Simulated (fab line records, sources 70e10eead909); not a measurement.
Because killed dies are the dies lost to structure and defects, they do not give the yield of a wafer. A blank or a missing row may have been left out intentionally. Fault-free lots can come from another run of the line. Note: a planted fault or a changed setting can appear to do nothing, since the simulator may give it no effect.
What tool caused it? / flow nand_harc / 36 wafers sampled from 12 lots at 1 step of a route of 1302

## WHAT EACH GAUGE READ, for each wafer
NHARC_A_DECK1_JOINT_THK_MEAS_17: measures by ellipsometry.
lot=L076; measured=day 12 16:49; on=film_metro-02; thk_nm (nm)=43.2 44.1 47.0
lot=L077; measured=day 13 16:09; on=film_metro-02; thk_nm (nm)=45.9 45.9 46.2
lot=L079; measured=day 14 03:16; on=film_metro-01; thk_nm (nm)=43.8 44.7 44.3
lot=L081; measured=day 15 06:05; on=film_metro-02; thk_nm (nm)=42.1 44.3 46.0
lot=L083; measured=day 16 01:31; on=film_metro-02; thk_nm (nm)=44.0 46.0 44.9
lot=L085; measured=day 17 00:11; on=film_metro-01; thk_nm (nm)=46.6 44.4 46.0
lot=L087; measured=day 18 06:16; on=film_metro-02; thk_nm (nm)=44.7 44.9 44.5
lot=L089; measured=day 18 14:13; on=film_metro-02; thk_nm (nm)=45.0 44.7 43.0
lot=L091; measured=day 19 09:32; on=film_metro-02; thk_nm (nm)=45.2 44.0 44.2
lot=L093; measured=day 20 19:12; on=film_metro-01; thk_nm (nm)=42.7 43.4 45.6
lot=L096; measured=day 21 21:18; on=film_metro-01; thk_nm (nm)=45.0 43.3 44.4
lot=L097; measured=day 21 21:29; on=film_metro-01; thk_nm (nm)=46.1 45.9 46.8

## EACH LOT AND THE TOOL THAT RAN IT (in order: tool; ch and the chambers of the sampled wafers; start)
The record shows no process step preceding these readings.

## THE ANSWER, worked out from the rows above alone
Rule: the usual values come from the lots themselves. Put in order of their means at a reading, lots are off if they are a third of the lots or fewer, leave a main group of 4 or more, and stand apart from it by a gap of 3 or more times the standard deviation of the main group's means; of several such gaps the widest counts. A main group whose means are all the same, to the digits that the tables above print for the reading, isn't used. A lot without any number at a reading at which 4 lots or more have one is off too. All remaining lots with rows at the step are treated as sound.
No lot is off on any of the readings shown, so nothing can be concluded from this.

## WHAT WAS PUT IN BY THE SIMULATOR
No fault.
